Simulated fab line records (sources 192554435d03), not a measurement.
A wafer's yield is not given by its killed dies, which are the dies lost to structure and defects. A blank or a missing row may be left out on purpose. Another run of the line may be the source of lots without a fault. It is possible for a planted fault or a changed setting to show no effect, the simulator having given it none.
Chamber matching ; flow n5_finfet ; N5_BEOL_M0_STRIP_142 on rie_diel-01 has 4 sister chambers
The step strips in N2/H2, time 10 s. 4 wafers are shown with their chamber, then 11 later ones without.

== WAFERS WITH THEIR CHAMBER ==
wafer;chamber;drypump_motor_current_A (A)
L087.4;0;5.2
L087.6;2;5.5
L090.1;3;5.7
L091.2;1;6.1

== WAFERS WITH NO CHAMBER GIVEN ==
wafer;drypump_motor_current_A (A)
L091.3;5.6
L091.4;5.2
L092.1;5.5
L092.2;5.6
L092.6;5.2
L093.3;5.5
L093.5;5.5
L093.6;6.1
L094.1;5.5
L094.4;6.1
L094.5;5.2

== WHICH CHAMBER EACH ONE RAN IN ==
wafer;from the rows above;in truth
L091.3;can't be placed: 2 or 3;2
L091.4;0;0
L092.1;2;2
L092.2;can't be placed: 2 or 3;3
L092.6;0;0
L093.3;2;2
L093.5;2;2
L093.6;1;1
L094.1;2;2
L094.4;1;1
L094.5;0;0
Correctly placed: 9 of 11. Not placeable from these rows: 2 (in 2, the candidates include the true chamber). Wrongly placed: 0.
How it was worked out, from the rows above alone: a wafer's distance from a chamber is the root of the sum, over the readings, of the square of ((its reading less the chamber's mean) divided by the reading's scatter). If the next closest chamber is less than 2 further off than the closest, the wafer can't be placed; otherwise it belongs to the closest. Each chamber's mean is taken over the wafers shown for it. The scatter: root of mean squared gap, hidden wafer to nearest shown wafer, with one shown wafer a chamber.
